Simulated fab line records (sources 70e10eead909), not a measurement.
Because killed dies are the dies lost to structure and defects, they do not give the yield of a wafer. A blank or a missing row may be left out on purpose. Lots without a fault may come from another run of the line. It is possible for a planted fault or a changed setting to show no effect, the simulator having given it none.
The same fault as seen by 2 desks | flow nandHarc | only its own numbers are on each desk; what lay behind them is given at the end

## THE METROLOGY DESK
What the gauges read for every lot (on any tool): the sampled wafers with a number, averaged. Any lot whose mean is over 4 standard deviations away from the usual mean is out of limits and marked OUT; that distance is given in the brackets.
Columns: A = cdNm at NHARC_THIN_TSV_CD_MEAS_16, usual 999.0 nm; B = cdNm at NHARC_THIN_TSV_CD_MEAS_33, usual 4999.6 nm
lot  | first seen here | A     | B
L317 | day 23 10:45    | 998.1 | 4998.9
L318 | day 24 01:09    | 998.4 | 4999.5
L319 | day 24 21:50    | 998.8 | 4996.5
L321 | day 25 03:25    | 995.9 | 5000.5
L323 | day 26 13:11    | 997.9 | 5000.7
L322 | day 26 14:14    | 997.1 | 5000.4
L328 | day 28 02:12    | 998.3 | 4999.5
L327 | day 28 08:42    | 998.3 | 4998.3
L329 | day 28 16:40    | 999.2 | 5001.8
L330 | day 29 06:56    | 996.3 | 4998.6
L332 | day 30 00:31    | 997.7 | 5000.8
L336 | day 32 03:32    | 997.7 | 5001.1
L337 | day 32 04:40    | 999.7 | 4999.3
L339 | day 33 12:59    | 998.1 | 4998.9
Finding of this desk: none of the 14 lots has anything out of limits.

## DESK OF THE TOOL OWNER: pecvd-04
The tool's own readings at NHARC_THIN_TSV_DEP_43 (deposits SiO2, target thk 1328.5 nm): means of the sampled wafers that have a number, for each lot that ran on this tool. Any lot whose mean is over 4 standard deviations away from the usual mean is out of limits and marked OUT; that distance is given in the brackets.
Columns: A = flowSccm at NHARC_THIN_TSV_DEP_43, usual 2651 sccm; B = throttleValvePct at NHARC_THIN_TSV_DEP_43, usual 15.8 %
lot  | first seen here | A    | B
L317 | day 23 08:36    | 2644 | 16.3
L319 | day 24 20:10    | 2651 | 16.1
L321 | day 25 01:31    | 2638 | 16.0
L328 | day 28 00:23    | 2653 | 15.7
L327 | day 28 07:02    | 2653 | 15.4
L329 | day 28 15:01    | 2650 | 15.6
L330 | day 29 05:00    | 2655 | 15.6
L336 | day 32 01:52    | 2646 | 15.6
L339 | day 33 11:22    | 2651 | 16.0
Finding of this desk: none of the 9 lots has anything out of limits.

## PUT TOGETHER
From the metrology desk's view, nothing was out of limits.
Nothing out of limits was seen by the tool owner's desk.

## WHAT HAD BEEN PUT IN BY THE SIMULATOR
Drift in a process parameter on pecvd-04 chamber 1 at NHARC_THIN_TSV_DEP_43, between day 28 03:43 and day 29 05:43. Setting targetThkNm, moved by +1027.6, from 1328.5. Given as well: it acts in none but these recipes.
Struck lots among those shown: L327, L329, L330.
